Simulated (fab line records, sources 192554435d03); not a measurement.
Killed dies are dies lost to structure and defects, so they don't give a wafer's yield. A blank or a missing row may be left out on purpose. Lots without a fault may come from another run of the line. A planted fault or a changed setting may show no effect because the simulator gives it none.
Chamber matching | flow n5_finfet | N5_BEOL_M1_ETCH_77 on rie_diel-06: 4 sister chambers
The step etches underlayer in N2/H2, target depth 6.5 nm, time 5.2 s. 20 wafers are shown with their chamber, then 10 later ones without.

WAFERS WITH THEIR CHAMBER
wafer  | chamber | drypump_motor_current_A (A) | showerhead_plenum_p_Torr (Torr) | throttle_valve_pct (%)
L075.1 | 0       | 5.0                         | 2.54                            | 18.4
L075.3 | 3       | 4.8                         | 2.50                            | 17.6
L075.4 | 2       | 5.6                         | 2.46                            | 18.1
L076.1 | 3       | 4.8                         | 2.50                            | 17.6
L076.4 | 2       | 5.6                         | 2.46                            | 18.1
L076.6 | 2       | 5.6                         | 2.46                            | 18.1
L077.2 | 1       | 6.3                         | 2.70                            | 17.6
L077.4 | 0       | 5.1                         | 2.54                            | 18.4
L077.6 | 2       | 5.6                         | 2.46                            | 18.1
L083.2 | 0       | 5.0                         | 2.53                            | 18.5
L083.4 | 3       | 4.8                         | 2.50                            | 17.6
L083.6 | 0       | 5.0                         | 2.54                            | 18.5
L086.1 | 1       | 6.2                         | 2.69                            | 17.6
L086.3 | 3       | 4.8                         | 2.50                            | 17.6
L086.5 | 2       | 5.6                         | 2.45                            | 18.1
L090.1 | 3       | 4.8                         | 2.50                            | 17.6
L090.5 | 3       | 4.8                         | 2.50                            | 17.7
L090.6 | 0       | 5.0                         | 2.53                            | 18.5
L093.2 | 1       | 6.3                         | 2.68                            | 17.6
L093.4 | 2       | 5.6                         | 2.44                            | 18.2

SIGNATURES (means of the wafers above)
reading                  | chamber 0 | chamber 1 | chamber 2 | chamber 3 | scatter within a chamber
drypump_motor_current_A  | 5.020     | 6.267     | 5.600     | 4.800     | 0.0303
showerhead_plenum_p_Torr | 2.5360    | 2.6900    | 2.4550    | 2.5000    | 0.00647
throttle_valve_pct       | 18.460    | 17.600    | 18.117    | 17.617    | 0.0423
Rule: a wafer's distance from a chamber is the root of the sum, over the readings, of the square of ((its reading less the chamber's mean) divided by the reading's scatter). The wafer belongs to the nearest chamber; if the next one is less than 2 further off, it can't be placed. The scatter: the root of (the sum of the squares of (reading less its chamber's mean) over the shown wafers, divided by (wafers less chambers)).

WAFERS WITHOUT THEIR CHAMBER
wafer  | drypump_motor_current_A (A) | showerhead_plenum_p_Torr (Torr) | throttle_valve_pct (%)
L093.5 | 5.0                         | 2.53                            | 18.5
L094.2 | 4.8                         | 2.49                            | 17.7
L094.4 | 5.7                         | 2.44                            | 18.2
L094.6 | 4.8                         | 2.49                            | 17.7
L095.3 | 6.3                         | 2.68                            | 17.6
L095.4 | 5.0                         | 2.52                            | 18.5
L095.6 | 6.3                         | 2.68                            | 17.6
L096.1 | 6.3                         | 2.68                            | 17.6
L096.5 | 5.6                         | 2.44                            | 18.2
L096.6 | 4.8                         | 2.49                            | 17.7

WHICH CHAMBER EACH WENT THROUGH
wafer  | from the rows above | in truth
L093.5 | 0                   | 0
L094.2 | 3                   | 3
L094.4 | 2                   | 2
L094.6 | 3                   | 3
L095.3 | 1                   | 1
L095.4 | 0                   | 0
L095.6 | 1                   | 1
L096.1 | 1                   | 1
L096.5 | 2                   | 2
L096.6 | 3                   | 3
Placed correctly: 10 of 10. Can't be placed from these rows: 0. Placed wrongly: 0.
